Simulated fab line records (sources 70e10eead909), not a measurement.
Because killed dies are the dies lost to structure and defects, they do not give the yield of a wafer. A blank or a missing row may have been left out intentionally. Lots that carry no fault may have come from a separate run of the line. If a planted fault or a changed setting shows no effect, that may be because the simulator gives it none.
Which tool was responsible? | flow nandHarc | 13 lots, 39 wafers sampled, at 5 steps of a route of 1159

== WHAT THE GAUGES READ, wafer by wafer ==
NHARC_END_SORT_01. Usual: killedAtArray 25, standard deviation 9.5; killedAtOther 0.8, standard deviation 1.2; killedAtPeriphery 3.4, standard deviation 2.2; killedDies 29, standard deviation 10; killedOpen 3.3, standard deviation 1.8; killedShort 2.1, standard deviation 1.4.
lot  | measured     | on        | killedAtArray | killedAtOther | killedAtPeriphery | killedDies | killedOpen | killedShort | flag
L677 | day 20 09:05 | prober-01 | 21 28 26      | 0 0 0         | 3 1 5             | 24 29 31   | 2 2 4      | 3 1 2       | 
L682 | day 21 15:23 | prober-02 | 16 15 13      | 1 1 0         | 2 0 3             | 19 16 16   | 4 2 4      | 1 1 4       | 
L689 | day 24 03:52 | prober-01 | 71 83 73      | 0 0 0         | 5 6 3             | 76 89 76   | 8 6 4      | 1 3 3       | OFF
L692 | day 24 07:02 | prober-02 | 84 77 86      | 0 0 1         | 2 0 0             | 86 77 87   | 2 3 5      | 4 1 1       | OFF

== WHICH TOOL RAN EACH LOT (tool, then ch and the chambers of the sampled wafers, then the start) ==
lot  | NHARC_A_CONTACT_ETCH_131           | NHARC_THIN_TSV_STRIP_62             | NHARC_THIN_TSV_PVD_19                  | NHARC_THIN_TSV_CMP_21
L674 | harCapEtch-03 ch 0,1, day 16 21:03 | plasmaAsher-01 ch 0,1, day 19 04:35 | pvdSputter-02, day 19 06:18 or earlier | cmp-04 ch 1,2,3, day 19 06:18
L678 | harCapEtch-03 ch 0,1, day 17 04:45 | plasmaAsher-02 ch 0,1, day 19 06:55 | pvdSputter-02, day 19 08:40 or earlier | cmp-03 ch 0,3, day 19 08:40
L676 | harCapEtch-01 ch 0,1, day 17 08:14 | plasmaAsher-01 ch 0,1, day 19 11:15 | pvdSputter-01, day 19 13:01 or earlier | cmp-04 ch 1,2, day 19 13:01
L677 | harCapEtch-03 ch 0,1, day 17 11:21 | plasmaAsher-02 ch 0,1, day 19 10:05 | pvdSputter-02, day 19 11:50 or earlier | cmp-04 ch 0,1,2, day 19 11:50
L680 | harCapEtch-02 ch 1, day 18 18:14   | plasmaAsher-01 ch 1, day 20 16:46   | pvdSputter-02, day 20 18:29 or earlier | cmp-03 ch 0,2,3, day 20 18:29
L681 | harCapEtch-03 ch 0,1, day 18 18:52 | plasmaAsher-02 ch 0,1, day 20 18:35 | pvdSputter-02, day 20 20:17 or earlier | cmp-04 ch 0,2, day 20 20:17
L682 | harCapEtch-03 ch 0,1, day 19 01:13 | plasmaAsher-01 ch 0,1, day 21 05:40 | pvdSputter-01, day 21 07:22 or earlier | cmp-01 ch 1,2,3, day 21 07:22
L683 | harCapEtch-01 ch 0,1, day 19 02:09 | plasmaAsher-02 ch 0,1, day 21 04:45 | pvdSputter-01, day 21 06:29 or earlier | cmp-01 ch 0,2, day 21 06:29
L679 | harCapEtch-01 ch 0,1, day 19 05:53 | plasmaAsher-02 ch 0,1, day 21 03:24 | pvdSputter-01, day 21 05:04 or earlier | cmp-03 ch 2,3, day 21 05:04
L684 | harCapEtch-03 ch 0,1, day 19 08:13 | plasmaAsher-01 ch 0,1, day 21 07:00 | pvdSputter-01, day 21 08:40 or earlier | cmp-04 ch 1,2, day 21 08:40
L689 | harCapEtch-03 ch 0,1, day 21 05:56 | plasmaAsher-01 ch 0,1, day 23 10:10 | pvdSputter-03, day 23 11:53 or earlier | cmp-04 ch 0,2,3, day 23 11:53
L692 | harCapEtch-03 ch 1, day 21 16:17   | plasmaAsher-01 ch 0,1, day 23 16:21 | pvdSputter-03, day 23 18:06 or earlier | cmp-03 ch 0,2,3, day 23 18:06
L696 | harCapEtch-02 ch 0,1, day 22 15:04 | plasmaAsher-01 ch 0,1, day 24 16:25 | pvdSputter-01, day 24 18:14 or earlier | cmp-03 ch 0,1,2, day 24 18:14
- NHARC_A_CONTACT_ETCH_131: etches the open film in C4F8/O2/Ar, time 155 s, target depth 956 nm.
- NHARC_THIN_TSV_STRIP_62: strips in N2/H2, time 20 s.
- NHARC_THIN_TSV_PVD_19: deposits TaN, target thk 20 nm.
- NHARC_THIN_TSV_CMP_21: polishes, t overpolish 30 s, target thk 2000 nm.

== AS READ BY THE TOOLS THEMSELVES (means over the sampled wafers that have a number; for cases with no such wafer, the mark the record gives instead) ==
NHARC_A_CONTACT_ETCH_131. Usual: oesAirLineAu reads 1.002 a.u. (standard deviation 0.021).
lot  | tool          | oesAirLineAu (a.u.) | flag
L674 | harCapEtch-03 | 1.005               | 
L678 | harCapEtch-03 | 1.015               | 
L676 | harCapEtch-01 | 0.988               | 
L677 | harCapEtch-03 | 0.997               | 
L680 | harCapEtch-02 | 1.004               | 
L681 | harCapEtch-03 | 1.001               | 
L682 | harCapEtch-03 | 0.997               | 
L683 | harCapEtch-01 | 1.026               | 
L679 | harCapEtch-01 | 1.006               | 
L684 | harCapEtch-03 | 0.995               | 
L689 | harCapEtch-03 | 1.002               | 
L692 | harCapEtch-03 | 0.989               | 
L696 | harCapEtch-02 | 1.012               | 

NHARC_THIN_TSV_STRIP_62. Usual: drypumpMotorCurrentA 5.8 A, standard deviation 0.59; heaterPowerW 331 W, standard deviation 31.
lot  | tool           | drypumpMotorCurrentA (A) | heaterPowerW (W) | flag
L674 | plasmaAsher-01 | 5.7                      | 369              | 
L678 | plasmaAsher-02 | 6.1                      | 315              | 
L676 | plasmaAsher-01 | 5.7                      | 365              | 
L677 | plasmaAsher-02 | 6.0                      | 311              | 
L680 | plasmaAsher-01 | 6.0                      | 327              | 
L681 | plasmaAsher-02 | 6.1                      | 311              | 
L682 | plasmaAsher-01 | 5.9                      | 339              | 
L683 | plasmaAsher-02 | 5.5                      | 302              | 
L679 | plasmaAsher-02 | 5.5                      | 304              | 
L684 | plasmaAsher-01 | 5.9                      | 341              | 
L689 | plasmaAsher-01 | 5.9                      | 340              | 
L692 | plasmaAsher-01 | 5.8                      | 335              | 
L696 | plasmaAsher-01 | 5.9                      | 338              | 

NHARC_THIN_TSV_PVD_19. Usual: throttleValvePct reads 29.7 % (standard deviation 0.95).
lot  | tool          | throttleValvePct (%) | flag
L674 | pvdSputter-02 | 28.7                 | 
L678 | pvdSputter-02 | 29.2                 | 
L676 | pvdSputter-01 | 30.5                 | 
L677 | pvdSputter-02 | 28.5                 | 
L680 | pvdSputter-02 | 29.0                 | 
L681 | pvdSputter-02 | 29.0                 | 
L682 | pvdSputter-01 | 30.0                 | 
L683 | pvdSputter-01 | 30.2                 | 
L679 | pvdSputter-01 | 30.8                 | 
L684 | pvdSputter-01 | 30.8                 | 
L689 | pvdSputter-03 | 30.1                 | 
L692 | pvdSputter-03 | 30.7                 | 
L696 | pvdSputter-01 | 30.2                 | 

NHARC_THIN_TSV_CMP_21. Usual: edgeZonePressureFrac 1.000, standard deviation 0.0053; motorCurrentA 12.3 A, standard deviation 1.4; overpolishRunS 30.001 s, standard deviation 0.0093; padLifeWafers 311, standard deviation 170.
lot  | tool   | edgeZonePressureFrac | motorCurrentA (A) | overpolishRunS (s) | padLifeWafers | flag
L674 | cmp-04 | 1.000                | 11.8              | 29.997             | 284           | 
L678 | cmp-03 | 1.003                | 11.9              | 29.996             | 528           | 
L676 | cmp-04 | 1.003                | 12.1              | 29.995             | 338           | 
L677 | cmp-04 | 0.992                | 12.6              | 29.995             | 320           | 
L680 | cmp-03 | 1.001                | 12.1              | 30.012             | 128           | 
L681 | cmp-04 | 0.993                | 12.1              | 30.001             | 559           | 
L682 | cmp-01 | 0.999                | 13.7              | 30.011             | 37            | 
L683 | cmp-01 | 0.995                | 10.5              | 30.012             | 32            | 
L679 | cmp-03 | 1.005                | 12.6              | 30.003             | 194           | 
L684 | cmp-04 | 1.001                | 12.0              | 29.994             | 606           | 
L689 | cmp-04 | 1.008                | 11.6              | 30.004             | 255           | 
L692 | cmp-03 | 1.001                | 12.3              | 29.996             | 590           | 
L696 | cmp-03 | 1.000                | 12.3              | 30.001             | 109           | 

== THE ANSWER, worked out from the rows above alone ==
Rule: a lot is off if the mean of its wafers that have a number lies more than 3 standard deviations from the usual mean. Also off: a lot with no number at a reading for which 4 or more lots have one. All remaining lots with rows at the step are treated as sound. First the gauges in route order, then the tools' own readings, where a lot's mean is used as printed above. At the first step where some lot is off, the reading lying furthest off is the one used; lots without a number count as furthest.
Off: L689, L692 (NHARC_END_SORT_01, killedAtArray). Neither off nor sound, because the step has no rows for them: L674, L678, L676, L680, L681, L683, L679, L684, L696.
If a tool, at a process step before that reading, ran all the lots that are off and no sound lot after the first of them, it fits. Those tools and the gauges at NHARC_END_SORT_01 are tried in the same way. NHARC_THIN_TSV_PVD_19: start missing for some lots; hours and lot order therefore follow NHARC_THIN_TSV_CMP_21. Can't be told from this: 3 tools fit, harCapEtch-03 at NHARC_A_CONTACT_ETCH_131, plasmaAsher-01 at NHARC_THIN_TSV_STRIP_62, pvdSputter-03 at NHARC_THIN_TSV_PVD_19.

== WHAT THE SIMULATOR HAD PUT IN ==
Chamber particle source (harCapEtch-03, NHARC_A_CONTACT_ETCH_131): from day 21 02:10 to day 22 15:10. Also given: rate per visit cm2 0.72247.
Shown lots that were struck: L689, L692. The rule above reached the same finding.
